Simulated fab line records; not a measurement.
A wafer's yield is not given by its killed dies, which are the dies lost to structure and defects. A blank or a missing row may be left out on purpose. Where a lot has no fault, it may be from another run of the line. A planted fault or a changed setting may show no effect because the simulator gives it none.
Chamber matching :: flow nand-harc :: rie-diel-06 running NHARC_A_CONTACT_ETCH_102: 4 sister chambers
The step etches the open film in CF4/O2, target depth 70 nm, overetch 7 nm, time 38.5 s. 4 wafers are shown with their chamber, then 9 later ones without.

== EACH WAFER AND ITS CHAMBER ==
wafer: L084.5
chamber: 3
showerhead-plenum-p-Torr (Torr): 1.25

wafer: L087.1
chamber: 1
showerhead-plenum-p-Torr (Torr): 1.29

wafer: L087.3
chamber: 0
showerhead-plenum-p-Torr (Torr): 1.26

wafer: L087.6
chamber: 2
showerhead-plenum-p-Torr (Torr): 1.43

== WAFERS WITH NO CHAMBER GIVEN ==
wafer: L086.1
showerhead-plenum-p-Torr (Torr): 1.26

wafer: L086.3
showerhead-plenum-p-Torr (Torr): 1.25

wafer: L086.4
showerhead-plenum-p-Torr (Torr): 1.43

wafer: L089.1
showerhead-plenum-p-Torr (Torr): 1.25

wafer: L089.2
showerhead-plenum-p-Torr (Torr): 1.25

wafer: L089.6
showerhead-plenum-p-Torr (Torr): 1.28

wafer: L094.3
showerhead-plenum-p-Torr (Torr): 1.28

wafer: L094.4
showerhead-plenum-p-Torr (Torr): 1.25

wafer: L094.5
showerhead-plenum-p-Torr (Torr): 1.28

== EACH ONE'S CHAMBER ==
wafer: L086.1
from the rows above: can't be placed: 0 or 3
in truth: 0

wafer: L086.3
from the rows above: can't be placed: 3 or 0
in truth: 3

wafer: L086.4
from the rows above: 2
in truth: 2

wafer: L089.1
from the rows above: can't be placed: 3 or 0
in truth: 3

wafer: L089.2
from the rows above: can't be placed: 3 or 0
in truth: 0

wafer: L089.6
from the rows above: can't be placed: 1 or 0
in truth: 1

wafer: L094.3
from the rows above: can't be placed: 1 or 0
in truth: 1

wafer: L094.4
from the rows above: can't be placed: 3 or 0
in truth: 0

wafer: L094.5
from the rows above: can't be placed: 1 or 0
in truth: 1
1 of 9 placed correctly. These rows do not allow placing 8 (true chamber among the candidates in 8). Wrongly placed: 0.
How it was worked out, from the rows above alone: a wafer's distance from a chamber is the root of the sum, over the readings, of the square of ((its reading less the chamber's mean) divided by the reading's scatter). If the next closest chamber is less than 2 further off than the closest, the wafer can't be placed; otherwise it belongs to the closest. A chamber's mean is the mean of its shown wafers. The scatter: root of mean squared gap, hidden wafer to nearest shown wafer, with one shown wafer a chamber.
